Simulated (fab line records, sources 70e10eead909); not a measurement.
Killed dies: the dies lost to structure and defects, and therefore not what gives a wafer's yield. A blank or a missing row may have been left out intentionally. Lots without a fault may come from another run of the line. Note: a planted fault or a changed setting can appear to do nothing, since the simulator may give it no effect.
Which tool was responsible? -- flow nand_harc -- 12 lots with 36 wafers sampled at 5 steps, on a route of 1302 steps

WHAT THE GAUGES READ, wafer by wafer
NHARC_END_SORT_01.
lot,measured,on,defect_limited_yield (%),killed_at_array,killed_at_other,killed_at_periphery,killed_dies,killed_open,killed_short
L159,day 26 00:58,prober-02,88.5 90.7 88.5,71 58 67,1 2 7,6 3 4,78 63 78,3 2 6,2 2 1
L169,day 31 09:17,prober-02,91.9 91.7 91.9,50 52 48,1 1 4,4 3 3,55 56 55,2 6 4,2 6 1
L172,day 30 20:00,prober-02,91.3 91.9 92.3,56 48 46,2 4 2,1 3 4,59 55 52,5 7 4,1 1 2
L173,day 31 18:37,prober-02,87.0 87.9,79 78,2 1,7 3,88 82,2 3,2 3

EACH LOT AND THE TOOL THAT RAN IT (in order: tool; ch and the chambers of the sampled wafers; start)
lot,NHARC_P_M0_ETCH_15,NHARC_P_M0_STRIP_18,NHARC_P_M1_ETCH_15,NHARC_P_M1_DEGAS_29
L156,"rie_diel-11 ch 0,2, day 6 06:19 or earlier","rie_diel-07 ch 0,1,3, day 6 06:19","rie_diel-12 ch 2,3, day 6 10:10","pvd_sputter-03, day 6 11:01"
L155,"rie_diel-03 ch 1,2, day 6 07:04 or earlier","rie_diel-07 ch 0,2, day 6 07:04","rie_diel-12 ch 0,2,3, day 6 10:57","pvd_sputter-02, day 6 11:52"
L158,"rie_diel-03 ch 0,1, day 7 16:55 or earlier","rie_diel-07 ch 0,1, day 7 16:55","rie_diel-06 ch 2,3, day 7 20:46","pvd_sputter-03, day 7 21:37"
L159,"rie_diel-07 ch 0,1,2, day 7 18:13 or earlier","rie_diel-07 ch 0,1,2, day 7 18:13","rie_diel-12 ch 0,2,3, day 7 22:05","pvd_sputter-02, day 7 22:58"
L162,"rie_diel-07 ch 1,3, day 9 00:04 or earlier","rie_diel-07 ch 0,2, day 9 00:04","rie_diel-12 ch 1,2,3, day 9 03:44","pvd_sputter-02, day 9 04:35"
L165,"rie_diel-07 ch 1,2,3, day 10 11:51 or earlier","rie_diel-07 ch 0,1,3, day 10 11:51","rie_diel-06 ch 2,3, day 10 15:30","pvd_sputter-02, day 10 16:22"
L166,"rie_diel-03 ch 1,2,3, day 10 13:01 or earlier","rie_diel-11 ch 0,1,2, day 10 13:01","rie_diel-13 ch 0,1,3, day 10 16:41","pvd_sputter-02, day 10 17:32"
L167,"rie_diel-07 ch 1,2,3, day 11 06:08 or earlier","rie_diel-11 ch 0,1,3, day 11 06:08","rie_diel-12 ch 1,2, day 11 09:46","pvd_sputter-03, day 11 10:37"
L169,"rie_diel-07 ch 1,2,3, day 12 07:46 or earlier","rie_diel-07 ch 1,2,3, day 12 07:46","rie_diel-13 ch 0,1,3, day 12 11:29","pvd_sputter-02, day 12 12:20"
L172,"rie_diel-07 ch 1,2, day 12 23:28 or earlier","rie_diel-11 ch 0,2, day 12 23:28","rie_diel-12 ch 0,2, day 13 03:17","pvd_sputter-03, day 13 04:09"
L173,"rie_diel-11 ch 2,3, day 13 14:04 or earlier","rie_diel-11 ch 0,1, day 13 14:04","rie_diel-13 ch 0,3, day 13 17:56","pvd_sputter-03, day 13 18:48"
L178,"rie_diel-07 ch 0,2, day 15 13:41 or earlier","rie_diel-07 ch 0,3, day 15 13:41","rie_diel-12 ch 0,1, day 15 17:53","pvd_sputter-02, day 15 18:45"
- NHARC_P_M0_ETCH_15: etches the open film in C4F8/Ar, target depth 150 nm, overetch 15 nm, time 82.5 s.
- NHARC_P_M0_STRIP_18: strips in N2/H2.
- NHARC_P_M1_ETCH_15: etches the open film in C4F8/Ar, target depth 182.5 nm, time 91.2 s.
- NHARC_P_M1_DEGAS_29: time 60 s.

AS READ BY THE TOOLS THEMSELVES (means over the sampled wafers that have a number; for cases with no such wafer, the mark the record gives instead)
NHARC_P_M0_ETCH_15.
lot,tool,oes_product_au (a.u.),rf_vpp_V (V),run_length_s (s)
L156,rie_diel-11,0.958,438.6,103.4
L155,rie_diel-03,0.975,441.8,103.9
L158,rie_diel-03,0.970,438.5,104.5
L159,rie_diel-07,0.978,440.3,103.8
L162,rie_diel-07,0.945,442.0,104.1
L165,rie_diel-07,0.964,440.4,103.6
L166,rie_diel-03,0.912,439.3,103.6
L167,rie_diel-07,0.939,441.0,104.1
L169,rie_diel-07,0.960,440.3,103.7
L172,rie_diel-07,0.969,441.8,104.0
L173,rie_diel-11,0.952,439.5,103.2
L178,rie_diel-07,0.968,437.9,103.5

NHARC_P_M0_STRIP_18.
lot,tool,drypump_motor_current_A (A),oes_product_au (a.u.),power_w (W),rf_vpp_V (V),showerhead_plenum_p_Torr (Torr),throttle_valve_pct (%)
L156,rie_diel-07,5.60,0.996,1001,90.0,2.02,14.173
L155,rie_diel-07,5.74,1.014,999,91.0,1.95,14.175
L158,rie_diel-07,5.74,1.003,1001,90.4,2.00,14.171
L159,rie_diel-07,5.68,0.999,997,90.2,2.02,14.167
L162,rie_diel-07,5.79,1.010,1001,90.4,1.93,14.182
L165,rie_diel-07,5.61,1.000,1002,91.2,2.01,14.168
L166,rie_diel-11,5.93,0.992,1002,90.5,2.03,14.171
L167,rie_diel-11,5.63,0.996,1000,90.8,2.01,14.171
L169,rie_diel-07,5.52,0.993,1002,90.5,2.02,14.170
L172,rie_diel-11,6.12,0.989,998,90.0,1.93,14.164
L173,rie_diel-11,5.73,0.999,1003,90.4,2.08,14.169
L178,rie_diel-07,5.71,1.007,997,89.2,1.92,14.162

NHARC_P_M1_ETCH_15.
lot,tool,oes_product_au (a.u.),rf_vpp_V (V),run_length_s (s)
L156,rie_diel-12,0.955,438.3,112.3
L155,rie_diel-12,0.966,441.5,112.7
L158,rie_diel-06,0.934,442.4,113.0
L159,rie_diel-12,0.979,441.3,112.4
L162,rie_diel-12,0.973,440.1,112.5
L165,rie_diel-06,0.978,443.5,112.5
L166,rie_diel-13,0.971,440.6,112.9
L167,rie_diel-12,0.921,441.5,112.0
L169,rie_diel-13,0.976,440.9,112.5
L172,rie_diel-12,0.964,442.9,112.0
L173,rie_diel-13,0.919,442.3,106.5
L178,rie_diel-12,0.953,440.8,113.3

NHARC_P_M1_DEGAS_29.
lot,tool,heater_power_w (W),susceptor_temp_C (C)
L156,pvd_sputter-03,345,-
L155,pvd_sputter-02,350,250.10
L158,pvd_sputter-03,357,249.91
L159,pvd_sputter-02,324,250.14
L162,pvd_sputter-02,316,250.03
L165,pvd_sputter-02,351,249.95
L166,pvd_sputter-02,352,250.07
L167,pvd_sputter-03,362,249.97
L169,pvd_sputter-02,323,250.05
L172,pvd_sputter-03,323,250.03
L173,pvd_sputter-03,342,250.09
L178,pvd_sputter-02,337,249.96

THE ANSWER, worked out from the rows above alone
Rule: usual is defined by the lots themselves. Put in order of their means at a reading, lots are off if they are a third of the lots or fewer, leave a main group of 4 or more, and stand apart from it by a gap of 3 or more times the standard deviation of the main group's means; of several such gaps the widest counts. A main group whose means are all the same, to the digits that the tables above print for the reading, isn't used. Also off: a lot with no number at a reading for which 4 or more lots have one. The other lots that the step has rows for count as sound. After the gauges, taken in route order, come the tools' own readings; for these a lot's mean is taken, as printed above. The first step at which some lot is off is used, and at that step the reading that is off furthest; a lot without a number counts as furthest.
Off: L173 (NHARC_P_M1_ETCH_15, run_length_s). The main group has a mean of 112.6 s with a standard deviation of 0.38.
A tool fits if, at that step or a process step before it, it ran every lot that is off, and no sound lot after the first of them. With no start given for some of its lots, NHARC_P_M0_ETCH_15 uses the hours and lot order of NHARC_P_M0_STRIP_18. Undecided on this evidence; 2 tools fit (rie_diel-11 at NHARC_P_M0_ETCH_15 and NHARC_P_M0_STRIP_18, rie_diel-13 at NHARC_P_M1_ETCH_15).

WHAT HAD BEEN PUT IN BY THE SIMULATOR
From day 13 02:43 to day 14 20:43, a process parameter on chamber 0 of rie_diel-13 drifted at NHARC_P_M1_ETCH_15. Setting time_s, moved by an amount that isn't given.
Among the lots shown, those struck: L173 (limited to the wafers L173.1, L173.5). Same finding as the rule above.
